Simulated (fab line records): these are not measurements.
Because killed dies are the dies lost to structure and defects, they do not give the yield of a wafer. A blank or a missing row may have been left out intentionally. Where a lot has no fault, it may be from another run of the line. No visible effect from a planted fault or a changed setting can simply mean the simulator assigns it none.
Problem report, 8D (eight disciplines) form, completed by code || flow n5-finfet || the parts of the form that need people (team, actions taken, sign-off) are left out

## 1. PROBLEM STATEMENT
At N5_PASSIVATION_CD_MEAS_10, cd-nm averages 3026.1 nm over 4 wafers from 2 lots, while fault-free wafers read 2999.4 nm, standard deviation 2.1. Relative to the usual mean, that is a shift of +13 standard deviations.
The step: target cd 3000 nm.
The first sign was on wafer L120.1 at day 14 04:07, on cd-sem-02. At this step, 30 wafers from 10 lots have a number in the record. The rule behind "out" and "out of limits": a value lying over 4 standard deviations away from the usual mean. All remaining wafers that have a number are taken as sound.

## 2. WHAT IT IS, WHAT IT ISN'T
{"question": "which readings at this step", "is": "cd-nm", "is not": "-"}
{"question": "which lots", "is": "L119, L120", "is not": "L114, L115, L117, L118, L133, L134, L135, L136"}
{"question": "which wafers of those lots", "is": "L119.3, L119.5, L120.1, L120.3", "is not": "L119.2, L120.6"}
{"question": "read on which gauges", "is": "cd-sem-02", "is not": "cd-sem-01, cd-sem-03"}
{"question": "when", "is": "from day 14 04:07", "is not": "up to then (13 sound wafers); but 13 sound wafers of L119, L133, L134, L135, L136 came after"}

## 3. WHAT RULES OUT EACH SUSPECT
Counting: if a tool at a process step up to the reading ran every lot that is out, it stays a suspect. Sound lots after the first of them don't rule it out here, since some wafers of a struck lot are sound.
- the gauge at N5_PASSIVATION_CD_MEAS_10: kept. All the wafers that are out were read on cd-sem-02, and no step on other tools shows them out.
- krf-scanner-01 at N5_PASSIVATION_EXPOSE_07 (exposes mask TV, defocus 0 nm, target cd 3000 nm): kept. It ran every lot that is out, first L120 (day 14 03:56); its last sound lot up to then is L118 (day 14 00:24).
After counting, krf-scanner-01 at N5_PASSIVATION_EXPOSE_07 and cd-sem-02 at N5_PASSIVATION_CD_MEAS_10 remain.

## 4. THE CAUSE (what the simulator had put in)
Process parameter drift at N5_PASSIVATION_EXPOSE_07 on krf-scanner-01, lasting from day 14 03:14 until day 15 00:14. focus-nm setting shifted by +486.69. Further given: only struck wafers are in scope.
Counting leaves 2 suspects; this tool is one of them.

## 5. SEQUENCE OF EFFECTS, ordered by route
One row per reading whose mean, taken over the struck wafers that have a number, lies over 3 standard deviations from the usual. Only readings whose record carries a usual standard deviation are examined. hours: median over the lots of the time between each lot's start at the first step of this table that gives one and its start at this step. sigmas: the change, counted in usual standard deviations.
{"hours": 0, "step": "N5_PASSIVATION_CD_MEAS_10", "reading": "cd-nm", "usual": "2999.4 nm", "on struck wafers": 3026.1, "change": "+26.7", "sigmas": "+13"}
Later steps that measure or inspect, where all struck wafers having a row at the step show a number for every such reading and not one has moved that far: N5_PASSIVATION_INSPECT_61.

## 6. WHAT WOULD HAVE CAUGHT IT SOONER
In this record the first reading out of limits at a measuring or inspecting step was taken at day 14 04:07, 1 hour after the fault began at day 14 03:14.
Tool readings at N5_PASSIVATION_EXPOSE_07 with a usual standard deviation given in the record: none out on any struck wafer, hence no alarm at a limit of 4 standard deviations on them.
Among the 2 lots that are out, L119 began N5_PASSIVATION_EXPOSE_07 on krf-scanner-01 after day 14 04:07. A tool hold placed at that time would have kept it from harm.
